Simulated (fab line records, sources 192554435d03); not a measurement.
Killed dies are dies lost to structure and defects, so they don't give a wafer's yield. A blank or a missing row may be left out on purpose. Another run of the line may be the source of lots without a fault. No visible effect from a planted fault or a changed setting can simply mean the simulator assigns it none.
fab line records ; flow n5_finfet
record: lots: 10; wafers: 30; last_day: 21
route steps=1938 shown BEOL_M0@734 BEOL_M1@751 BEOL_M4@1111 PASSIVATION@1936
lots untouched by any fault: they come from a run of this same line in which no faults occurred
start_h: hours from the record's opening day to when the first of the lot's shown wafers began ; wait_h: hours from the lot's prior step to this one ; " the same as in the row above ; L1.1+2: several wafers, shown together as one row ; - no value, or no start was given ; * or withheld: withheld ; < > ~ a bound
route shown NAME@n: a module of which the file shows steps, and the number in the route of the first ; usual: mean/standard deviation of fault-free wafers ; same: alike in all rows ; chamber/n: place in a boat ; sites: the reading at each site ; _std_site: standard deviation across them ; _edge_site: inner sites' mean taken away from outer sites' mean ; radius_mm: for every site, how far away it sits from the centre of the wafer ; mask NAME#n: copy n ; behind: the most recent tool/chamber to have shaped the wafer ; hold: the reason the lot was held/the length of the hold in hours/how it ended ; device: whichever transistor did not switch (one of n, p or np) ; end of line: tests run on the same wafers once the route is complete ; where a step has no rows: the recipe by itself ; killed: dies that structure and defects cost at the first sort, which is not the same as the wafer's yield ; map: shows each die of a wafer: x if killed, . if not, _ if none is there
set.NAME: the setting the step ran with; set.NAME@STEP: the setting that earlier step ran with ; model.NAME: the simulator's own value behind a step, which no gauge read
steps of the route over a sample of lots; a table a step, a row a wafer
services: a tool's chamber out of use, with start hour (start_h, from the record's first day; less than 0 if before it), hours out, and reason
== steps ==
step: N5_BEOL_M0_SPUTTER_116
recipe: material: Cu; target_thk_a: 40; temp_c: -20; chamber_pressure_pa: 0.07; power_w: withheld; time_s: 7.37
usual: throttle_valve_pct: 30.1/1.2
lot.wafer;tool;chamber;start_h;wait_h;throttle_valve_pct
L431.3;pvd_sputter-03;-;131.91;1.7;28.1
L431.4;pvd_sputter-03;-;131.91;1.7;30.2
L431.5;pvd_sputter-03;-;131.91;1.7;31.9
L432.1;pvd_sputter-03;-;152.54;0.1;28.4
L432.4;pvd_sputter-03;-;152.54;0.1;32.2
L432.5;pvd_sputter-03;-;152.54;0.1;32.0
L435.1;pvd_sputter-03;-;153.74;0.1;28.5
L435.4;pvd_sputter-03;-;153.74;0.1;32.2
L435.6;pvd_sputter-03;-;153.74;0.1;30.2
L436.2;pvd_sputter-02;-;156.11;0.1;30.3
L436.3;pvd_sputter-02;-;156.11;0.1;30.6
L436.4;pvd_sputter-02;-;156.11;0.1;29.2
L438.1;pvd_sputter-02;-;166.15;0.1;30.4
L438.2;pvd_sputter-02;-;166.15;0.1;30.7
L438.6;pvd_sputter-02;-;166.15;0.1;28.9
L443.3;pvd_sputter-03;-;193.80;0.1;32.0
L443.5;pvd_sputter-03;-;193.80;0.1;32.2
L443.6;pvd_sputter-03;-;193.80;0.1;28.2
L446.1;pvd_sputter-02;-;217.20;0.1;30.6
L446.2;pvd_sputter-02;-;217.20;0.1;30.5
L446.5;pvd_sputter-02;-;217.20;0.1;30.6
L451.1;pvd_sputter-02;-;241.15;0.1;30.7
L451.3;pvd_sputter-02;-;241.15;0.1;30.4
L451.4;pvd_sputter-02;-;241.15;0.1;29.2
L452.1;pvd_sputter-03;-;246.46;0.2;28.7
L452.3;pvd_sputter-03;-;246.46;0.2;29.9
L452.6;pvd_sputter-03;-;246.46;0.2;30.1
L454.2;pvd_sputter-02;-;263.65;1.3;29.0
L454.3;pvd_sputter-02;-;263.65;1.3;30.4
L454.6;pvd_sputter-02;-;263.65;1.3;30.4
step: N5_BEOL_M1_ILD_DEP_00
recipe: material: SiOC; target_thk_a: 790; temp_c: 350; precursor: DEMS/O2; pressure_torr: 5; rf_w: 500; time_s: 15.3
usual: chamber_pressure_Torr: 5.000/0.011; heater_power_w: 520/110; showerhead_plenum_p_Torr: 5.689/0.017; throttle_valve_pct: 12.1/0.47
lot.wafer;tool;chamber;start_h;wait_h;chamber_pressure_Torr;heater_power_w;showerhead_plenum_p_Torr;since_wet_clean_h;throttle_valve_pct
L431.3;pecvd-04;2;133.46;0.0;5.010;611;5.696;2106;12.3
L431.4;pecvd-04;0;133.46;0.0;5.004;650;5.671;-;12.2
L431.5;pecvd-04;1;133.46;0.0;4.998;550;5.676;-;12.4
L432.1;pecvd-02;2;154.03;0.0;4.995;499;5.703;466;11.7
L432.4;pecvd-02;1;154.03;0.0;5.015;573;5.669;-;12.4
L432.5;pecvd-02;2;154.03;0.0;5.027;494;5.705;-;11.6
L435.1;pecvd-04;2;155.60;0.0;5.003;579;5.699;2128;12.0
L435.4;pecvd-04;2;155.60;0.0;4.994;591;5.683;-;11.8
L435.6;pecvd-04;0;155.60;0.0;5.014;599;5.672;-;12.3
L436.2;pecvd-04;2;159.86;0.0;5.002;595;5.693;2132;11.8
L436.3;pecvd-04;0;159.86;0.0;4.986;686;5.681;682;11.8
L436.4;pecvd-04;1;159.86;0.0;4.987;553;5.668;-;12.6
L438.1;pecvd-02;2;168.64;0.0;4.985;452;5.715;481;11.7
L438.2;pecvd-02;1;168.64;0.0;4.997;575;5.677;1960;12.3
L438.6;pecvd-02;2;168.64;0.0;5.002;455;5.704;-;12.0
L443.3;pecvd-04;2;195.53;0.0;4.987;577;5.705;2168;11.8
L443.5;pecvd-04;2;195.53;0.0;5.010;599;5.684;-;11.9
L443.6;pecvd-04;0;195.53;0.0;5.009;716;5.691;-;11.9
L446.1;pecvd-03;2;218.88;0.0;5.005;587;5.733;350;11.3
L446.2;pecvd-03;1;218.88;0.0;5.024;399;5.691;1829;12.7
L446.5;pecvd-03;2;218.88;0.0;4.994;595;5.724;-;11.2
L451.1;pecvd-04;1;242.65;0.0;5.003;545;5.675;1490;12.6
L451.3;pecvd-04;2;242.65;0.0;4.985;609;5.688;11;11.3
L451.4;pecvd-04;0;242.65;0.0;4.996;601;5.670;-;12.2
L452.1;pecvd-04;1;247.94;0.0;4.994;541;5.680;1496;12.7
L452.3;pecvd-04;2;247.94;0.0;5.015;632;5.669;17;11.0
L452.6;pecvd-04;0;247.94;0.0;5.001;700;5.697;-;12.2
L454.2;pecvd-03;2;265.14;0.0;5.001;478;5.722;396;11.4
L454.3;pecvd-03;0;265.14;0.0;4.995;326;5.684;1150;12.1
L454.6;pecvd-03;0;265.14;0.0;5.005;330;5.676;-;11.9
step: N5_BEOL_M1_HM_DEP_02
recipe: material: TiN; target_thk_a: 200; temp_c: 25; chamber_pressure_pa: 0.49996
usual: throttle_valve_pct: 30.2/1.2
lot.wafer;tool;chamber;start_h;wait_h;throttle_valve_pct
L431.3;pvd_sputter-03;-;133.73;0.1;29.9
L431.4;pvd_sputter-03;-;133.73;0.1;28.8
L431.5;pvd_sputter-03;-;133.73;0.1;31.8
L432.1;pvd_sputter-02;-;154.63;0.5;30.5
L432.4;pvd_sputter-02;-;154.63;0.5;28.7
L432.5;pvd_sputter-02;-;154.63;0.5;30.5
L435.1;pvd_sputter-01;-;158.70;3.0;30.0
L435.4;pvd_sputter-01;-;158.70;3.0;31.7
L435.6;pvd_sputter-01;-;158.70;3.0;31.5
L436.2;pvd_sputter-01;-;160.20;0.2;31.2
L436.3;pvd_sputter-01;-;160.20;0.2;31.7
L436.4;pvd_sputter-01;-;160.20;0.2;30.2
L438.1;pvd_sputter-03;-;169.47;0.7;31.9
L438.2;pvd_sputter-03;-;169.47;0.7;28.2
L438.6;pvd_sputter-03;-;169.47;0.7;32.1
L443.3;pvd_sputter-01;-;196.32;0.7;28.7
L443.5;pvd_sputter-01;-;196.32;0.7;28.7
L443.6;pvd_sputter-01;-;196.32;0.7;30.2
L446.1;pvd_sputter-01;-;220.36;1.4;28.9
L446.2;pvd_sputter-01;-;220.36;1.4;32.0
L446.5;pvd_sputter-01;-;220.36;1.4;32.0
L451.1;pvd_sputter-02;-;243.63;0.9;30.2
L451.3;pvd_sputter-02;-;243.63;0.9;30.8
L451.4;pvd_sputter-02;-;243.63;0.9;30.5
L452.1;pvd_sputter-02;-;250.84;2.8;30.6
L452.3;pvd_sputter-02;-;250.84;2.8;29.1
L452.6;pvd_sputter-02;-;250.84;2.8;30.5
L454.2;pvd_sputter-02;-;265.37;0.1;30.4
L454.3;pvd_sputter-02;-;265.37;0.1;30.5
L454.6;pvd_sputter-02;-;265.37;0.1;30.5
step: N5_BEOL_M1_INSPECT_13
recipe: mode: adi; inspect_instrument: brightfield
usual: raw_defect_count: 406/90
lot.wafer;tool;chamber;start_h;wait_h;raw_defect_count
L431.3;defect_inspect-02;-;134.33;0.0;445
L431.4;defect_inspect-02;-;134.33;0.0;374
L431.5;defect_inspect-02;-;134.33;0.0;264
L432.1;defect_inspect-01;-;155.23;0.1;448
L432.4;defect_inspect-01;-;155.23;0.1;497
L432.5;defect_inspect-01;-;155.23;0.1;492
L435.1;defect_inspect-02;-;159.32;0.1;335
L435.4;defect_inspect-02;-;159.32;0.1;244
L435.6;defect_inspect-02;-;159.32;0.1;324
L436.2;defect_inspect-01;-;160.68;0.0;505
L436.3;defect_inspect-01;-;160.68;0.0;474
L436.4;defect_inspect-01;-;160.68;0.0;518
L438.1;defect_inspect-02;-;170.07;0.1;421
L438.2;defect_inspect-02;-;170.07;0.1;268
L438.6;defect_inspect-02;-;170.07;0.1;365
L443.3;defect_inspect-01;-;196.81;0.0;1099
L443.5;defect_inspect-01;-;196.81;0.0;976
L443.6;defect_inspect-01;-;196.81;0.0;1056
L446.1;defect_inspect-01;-;220.97;0.1;1142
L446.2;defect_inspect-01;-;220.97;0.1;908
L446.5;defect_inspect-01;-;220.97;0.1;1090
L451.1;defect_inspect-01;-;244.11;0.1;637
L451.3;defect_inspect-01;-;244.11;0.1;471
L451.4;defect_inspect-01;-;244.11;0.1;420
L452.1;defect_inspect-01;-;251.31;0.1;344
L452.3;defect_inspect-01;-;251.31;0.1;297
L452.6;defect_inspect-01;-;251.31;0.1;394
L454.2;defect_inspect-02;-;265.88;0.0;391
L454.3;defect_inspect-02;-;265.88;0.0;356
L454.6;defect_inspect-02;-;265.88;0.0;337
step: N5_BEOL_M1_HM_OPEN_17
recipe: chemistry: Cl2/BCl3; target_depth_a: 200; overetch_a: 60; target: TiN; mask_material: SOC; ion_energy_ev: 150; pressure_mtorr: 10; icp_w: 1000; bias_w: 126; Cl2_flow_sccm: 53.25; bcl3_flow_sccm: 21.75; Ar_flow_sccm: 25
usual: drypump_motor_current_A: 6.0/0.45; oes_product_au: 0.63/0.055; throttle_valve_pct: 22.0/0.32
lot.wafer;tool;chamber;start_h;wait_h;drypump_motor_current_A;oes_product_au;rf_hours_counter_h;throttle_valve_pct
L431.3;rie_metal-03;1;134.64;0.1;6.5;0.56;-;22.2
L431.4;rie_metal-03;0;134.64;0.1;5.7;0.70;-;22.1
L431.5;rie_metal-03;1;134.64;0.1;6.5;0.55;-;22.3
L432.1;rie_metal-03;0;155.52;0.0;5.7;0.70;32;22.1
L432.4;rie_metal-03;1;155.52;0.0;6.5;0.54;-;22.3
L432.5;rie_metal-03;1;155.52;0.0;6.5;0.55;-;22.2
L435.1;rie_metal-03;0;159.70;0.0;5.8;0.69;32;22.1
L435.4;rie_metal-03;0;159.70;0.0;5.8;0.70;-;22.1
L435.6;rie_metal-03;0;159.70;0.0;5.8;0.69;-;22.1
L436.2;rie_metal-01;0;161.21;0.0;6.4;0.70;25;21.5
L436.3;rie_metal-01;0;161.21;0.0;6.4;0.70;-;21.4
L436.4;rie_metal-01;1;161.21;0.0;6.3;0.61;-;22.0
L438.1;rie_metal-01;1;170.60;0.0;6.3;0.62;74;22.0
L438.2;rie_metal-01;0;170.60;0.0;6.4;0.71;25;21.4
L438.6;rie_metal-01;1;170.60;0.0;6.3;0.62;-;22.0
L443.3;rie_metal-01;1;197.12;0.1;6.3;0.61;-;22.0
L443.5;rie_metal-01;1;197.12;0.1;6.3;0.61;-;22.0
L443.6;rie_metal-01;0;197.12;0.1;6.4;0.69;-;21.5
L446.1;rie_metal-01;0;221.25;0.0;6.4;0.69;30;21.5
L446.2;rie_metal-01;1;221.25;0.0;6.3;0.61;80;22.0
L446.5;rie_metal-01;0;221.25;0.0;6.4;0.69;-;21.4
L451.1;rie_metal-02;0;244.60;0.1;5.4;0.66;46;22.1
L451.3;rie_metal-02;1;244.60;0.1;5.4;0.58;-;22.5
L451.4;rie_metal-02;0;244.60;0.1;5.4;0.67;-;22.1
L452.1;rie_metal-01;1;251.60;0.0;6.3;0.60;85;22.0
L452.3;rie_metal-01;0;251.60;0.0;6.4;0.67;-;21.5
L452.6;rie_metal-01;1;251.60;0.0;6.3;0.60;-;22.0
L454.2;rie_metal-01;1;266.16;0.0;6.3;0.59;87;22.0
L454.3;rie_metal-01;1;266.16;0.0;6.3;0.58;-;22.0
L454.6;rie_metal-01;1;266.16;0.0;6.3;0.59;-;22.1
step: N5_BEOL_M4_RC_MEAS_101
usual: DIBL_N: 37.7/2; DIBL_P: 37.7/2.3; IOFF_N: 0.18/0.039; IOFF_P: 0.23/0.042; ION_N: 681/12; ION_P: 463/8; SS_N: 71.9/0.68; SS_P: 73.6/0.71; VT_N: 248/3.2; VT_P: -249/3.1
lot.wafer;tool;chamber;start_h;wait_h;DIBL_N[mV/V];DIBL_P[mV/V];IOFF_N[nA/um];IOFF_P[nA/um];ION_N[uA/um];ION_P[uA/um];SS_N[mV/dec];SS_P[mV/dec];VT_N[mV];VT_P[mV]
L431.3;prober-01;0;271.29;0.3;36.6;36.6;0.17;0.24;669;464;72.1;72.7;249;-245
L431.4;prober-01;0;271.29;0.3;38.5;38.0;0.20;0.25;675;460;72.3;73.1;248;-243
L431.5;prober-01;0;271.29;0.3;40.1;42.1;0.26;0.36;688;471;72.8;73.9;243;-241
L432.1;prober-01;0;273.92;0.0;36.0;33.5;0.15;0.17;683;459;71.5;73.2;248;-252
L432.4;prober-01;0;273.92;0.0;41.0;39.8;0.31;0.28;702;465;72.3;74.6;239;-246
L432.5;prober-01;0;273.92;0.0;37.1;35.3;0.17;0.20;672;459;71.9;73.7;247;-250
L435.1;prober-01;0;278.27;0.0;36.2;35.5;0.13;0.16;658;441;72.6;73.6;254;-256
L435.4;prober-01;0;278.27;0.0;37.5;38.0;0.16;0.20;679;457;72.2;72.6;251;-254
L435.6;prober-01;0;278.27;0.0;41.2;40.8;0.24;0.24;677;452;72.4;74.0;245;-250
L436.2;prober-02;0;281.51;0.2;36.9;37.8;0.16;0.22;654;455;71.3;74.1;252;-251
L436.3;prober-02;0;281.51;0.2;40.1;40.5;0.25;0.27;685;462;73.1;74.9;244;-249
L436.4;prober-02;0;281.51;0.2;35.0;34.6;0.14;0.18;679;455;71.2;73.2;250;-253
L438.1;prober-01;0;298.57;0.0;40.2;40.8;0.22;0.27;673;456;72.8;74.5;246;-248
L438.2;prober-01;0;298.57;0.0;39.1;39.3;0.21;0.24;687;465;72.5;73.8;247;-248
L438.6;prober-01;0;298.57;0.0;38.9;38.2;0.19;0.22;662;449;71.9;73.5;251;-251
L443.3;prober-02;0;327.06;0.3;40.5;39.8;0.25;0.26;689;464;72.8;74.4;242;-247
L443.5;prober-02;0;327.06;0.3;34.8;32.8;0.13;0.16;669;452;70.7;72.4;250;-253
L443.6;prober-02;0;327.06;0.3;39.7;38.2;0.21;0.23;681;462;72.7;73.4;246;-252
L446.1;prober-01;0;344.88;0.0;40.9;40.7;0.22;0.30;692;477;72.4;74.6;244;-242
L446.2;prober-01;0;344.88;0.0;37.4;36.3;0.16;0.22;676;468;71.1;73.8;248;-250
L446.5;prober-01;0;344.88;0.0;37.9;36.6;0.16;0.22;679;471;71.7;73.2;250;-249
L451.1;prober-01;0;385.68;0.0;38.0;40.6;0.18;0.23;686;471;72.0;73.7;247;-252
L451.3;prober-01;0;385.68;0.0;33.6;34.2;0.11;0.14;645;444;71.2;71.8;256;-253
L451.4;prober-01;0;385.68;0.0;35.8;36.5;0.15;0.17;675;454;71.7;73.3;251;-256
L452.1;prober-02;0;385.87;0.0;38.5;36.9;0.20;0.21;681;464;72.8;73.6;247;-249
L452.3;prober-02;0;385.87;0.0;35.3;35.0;0.15;0.19;682;464;71.3;73.6;248;-249
L452.6;prober-02;0;385.87;0.0;36.5;36.6;0.15;0.20;671;457;71.7;73.2;251;-249
L454.2;prober-02;0;402.43;0.2;36.5;36.5;0.16;0.26;662;460;71.5;73.6;250;-245
L454.3;prober-02;0;402.43;0.2;33.3;31.9;0.12;0.17;680;463;70.8;73.0;248;-251
L454.6;prober-02;0;402.43;0.2;36.9;37.3;0.19;0.26;686;475;72.2;74.0;248;-246
step: N5_PASSIVATION_PROBE_49
usual: defect_limited_yield: 91.1/1.4; killed_at_M0_to_M3: 34/9.6; killed_at_M4_up: 15/5.3; killed_at_contacts: 12/6.1; killed_at_front_end: 40/11; killed_at_other: 3.5/2.8; killed_dies: 105/17; killed_on_rim: 14/4.3; killed_open: 70/12; killed_short: 34/7.7; sort_bin_4_leakage: 0.01/0.07; sort_bin_5_function: 5.2/0.97; sort_bin_6_memory: 3.4/0.62; sort_bin_8_speed: 0.00/0.023; sort_n_pass: 1075/17; sort_yield_pct: 91.1/1.4
same: gross_dies: 1180; killed_at_back_side: 0
lot.wafer;tool;chamber;start_h;wait_h;defect_limited_yield[%];killed_at_M0_to_M3;killed_at_M4_up;killed_at_contacts;killed_at_front_end;killed_at_other;killed_dies;killed_on_rim;killed_open;killed_short;sort_bin_4_leakage[%];sort_bin_5_function[%];sort_bin_6_memory[%];sort_bin_8_speed[%];sort_n_pass;sort_yield_pct[%]
L443.3;prober-01;-;433.54;0.1;84.2;117;18;18;29;5;187;32;69;31;0;10.7;3.5;0;993;84.2
L443.5;prober-01;-;433.64;0.2;83.7;130;13;12;35;2;192;24;71;33;0;9.5;4.7;0;988;83.7
L443.6;prober-01;-;433.69;0.3;83.9;138;18;20;14;0;190;23;56;25;0;10.8;3.8;0;990;83.9
L446.1;prober-01;-;450.39;0.0;81.0;132;17;15;57;3;224;34;86;48;0;13.1;4.2;0;956;81.0
L446.2;prober-01;-;450.44;0.1;84.2;143;16;10;18;0;187;23;45;21;0;8.7;4.5;0;993;84.2
L446.5;prober-01;-;450.59;0.2;81.7;149;19;10;38;0;216;23;68;29;0;11.6;4.4;0;964;81.7
killed by level:class
L443.3 BEOL_M1:unspecified=86 STI_FIN_REVEAL:geometric_particle:open=13 MOL_CONTACT_COAG:geometric_particle:open=13 BEOL_M4:geometric_particle:open=11 BEOL_M3:geometric_particle:open=11 BEOL_M0_SAQP:geometric_particle:short=7 GATE_CUT:geometric_particle:short=6 BEOL_M2:geometric_particle:open=6
L443.5 BEOL_M1:unspecified=88 BEOL_M3:geometric_particle:open=17 BEOL_M2:geometric_particle:open=8 MOL_CONTACT_COAG:geometric_particle:open=8 GATE_CUT:geometric_particle:short=7 GATE_CUT:geometric_particle:open=6 BEOL_M0_SAQP:geometric_particle:open=6 BEOL_M4:geometric_particle:open=6
L443.6 BEOL_M1:unspecified=109 MOL_CONTACT_COAG:geometric_particle:open=13 BEOL_M3:geometric_particle:open=10 MOL_CONTACT_COAG:geometric_particle:short=7 BEOL_M2:geometric_particle:open=7 BEOL_M4:geometric_particle:open=7 STI_FIN_REVEAL:geometric_particle:open=4 BEOL_M1:geometric_particle:open=4
L446.1 BEOL_M1:unspecified=88 FIN_SAQP:geometric_particle:short=24 FIN_SAQP:geometric_particle:open=15 MOL_CONTACT_COAG:geometric_particle:open=12 BEOL_M0_SAQP:geometric_particle:open=12 BEOL_M1:geometric_particle:open=12 BEOL_M4:geometric_particle:open=9 BEOL_M0_SAQP:geometric_particle:short=6
L446.2 BEOL_M1:unspecified=120 BEOL_M4:geometric_particle:open=11 MOL_CONTACT_COAG:geometric_particle:open=8 BEOL_M2:geometric_particle:open=8 FIN_SAQP:geometric_particle:short=5 BEOL_M0_SAQP:geometric_particle:short=5 BEOL_M1:geometric_particle:open=4 STARTING-WAFER:geometric_particle:open=3
L446.5 BEOL_M1:unspecified=118 FIN_SAQP:geometric_particle:open=10 MOL_CONTACT_COAG:geometric_particle:open=9 BEOL_M2:geometric_particle:open=9 FIN_SAQP:geometric_particle:short=7 DUMMY_GATE:geometric_particle:open=7 BEOL_M0_SAQP:geometric_particle:open=7 BEOL_M4:geometric_particle:open=6
== services ==
tool;chamber;start_h;hours;kind
pecvd-03;1;109.81;2.1;scheduled_down
pvd_sputter-02;-;113.98;5.4;repair
pvd_sputter-03;-;115.44;3.8;repair
rie_metal-01;0;124.30;5.3;repair
pecvd-02;2;132.42;2.1;scheduled_down
rie_metal-03;-;140.36;2.8;pm
pecvd-04;1;149.60;2.1;scheduled_down
pecvd-03;1;159.56;3.4;repair
rie_metal-02;1;166.21;4.4;repair
pecvd-04;2;176.92;5.5;scheduled_down
rie_metal-01;-;177.00;0.5;repair
pvd_sputter-03;-;189.21;0.6;repair
pecvd-03;2;200.08;5.5;scheduled_down
pecvd-04;2;202.38;-;clean
pecvd-04;2;202.38;-;consumable_replace:showerhead
pecvd-04;2;202.38;29.0;scheduled_down
pecvd-04;2;202.38;29.0;vent_cycle
pecvd-04;-;204.95;2.6;repair
rie_metal-03;-;217.63;28.1;pm
rie_metal-03;1;245.73;-;clean
rie_metal-03;1;245.73;15.1;scheduled_down
rie_metal-03;1;245.73;15.1;vent_cycle
pvd_sputter-02;-;256.23;2.3;repair
pecvd-04;-;265.32;2.9;repair
== key ==
first_sign: step: N5_BEOL_M1_INSPECT_13; reading: raw_defect_count; direction: up; sigmas: 7.1; usual: 406; struck: 1045
effect: step: N5_PASSIVATION_PROBE_49; reading: killed_at_M0_to_M3; direction: up; sigmas: 10; usual: 34; struck: 135
more_kills_born_at: N5_BEOL_M1_HM_DEP_02@pvd_sputter-01: 609
met_at N5_BEOL_M1_HM_DEP_02
struck_lots L443,L446
not_acting_at N5_BEOL_M0_SPUTTER_116,N5_BEOL_M1_ILD_DEP_00,N5_BEOL_M1_HM_OPEN_17
onset_between 160.20 196.32
fault: kind: chamber_particle_source; tool: pvd_sputter-01; chamber: -; onset_h: 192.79; steps: N5_BEOL_M1_HM_DEP_02; rate_per_visit_cm2: 0.8336; end_h: 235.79
